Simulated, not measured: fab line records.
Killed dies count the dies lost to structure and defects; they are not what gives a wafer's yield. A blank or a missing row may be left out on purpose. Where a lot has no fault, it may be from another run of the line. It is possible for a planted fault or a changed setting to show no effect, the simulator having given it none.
Chamber matching -- flow n5 finfet -- N5_BEOL_M11_CURE_72 on uv cure-02: 3 sister chambers
The step cures SiCOH lowk, time 120 s. 3 wafers are shown with their chamber, then 7 later ones without.

== WAFERS, EACH WITH ITS CHAMBER ==
wafer,chamber,wafer_temp_C_max
L085.4,2,373.0
L084.6,0,372.5
L089.4,1,371.4

== WAFERS MISSING THEIR CHAMBER ==
wafer,wafer_temp_C_max
L089.5,371.5
L090.3,371.9
L090.4,372.1
L090.5,372.7
L094.1,372.2
L094.2,372.1
L094.3,372.9

== CHAMBER TAKEN BY EACH ==
wafer,from the rows above,in truth
L089.5,1,1
L090.3,can't be placed: 1 or 0 or 2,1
L090.4,can't be placed: 0 or 1 or 2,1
L090.5,can't be placed: 0 or 2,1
L094.1,can't be placed: 0 or 1 or 2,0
L094.2,can't be placed: 0 or 1 or 2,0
L094.3,can't be placed: 2 or 0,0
Placed correctly: 1 of 7. Not placeable from these rows: 6 (in 5, the candidates include the true chamber). Wrongly placed: 0.
How it was worked out, from the rows above alone: a wafer's distance from a chamber is the root of the sum, over the readings, of the square of ((its reading less the chamber's mean) divided by the reading's scatter). The wafer belongs to the nearest chamber; if the next one is less than 2 further off, it can't be placed. The mean given for a chamber averages the wafers shown for that chamber. The scatter: with one shown wafer a chamber, the root of the mean of the squares of how far each hidden wafer lies from its nearest shown one.
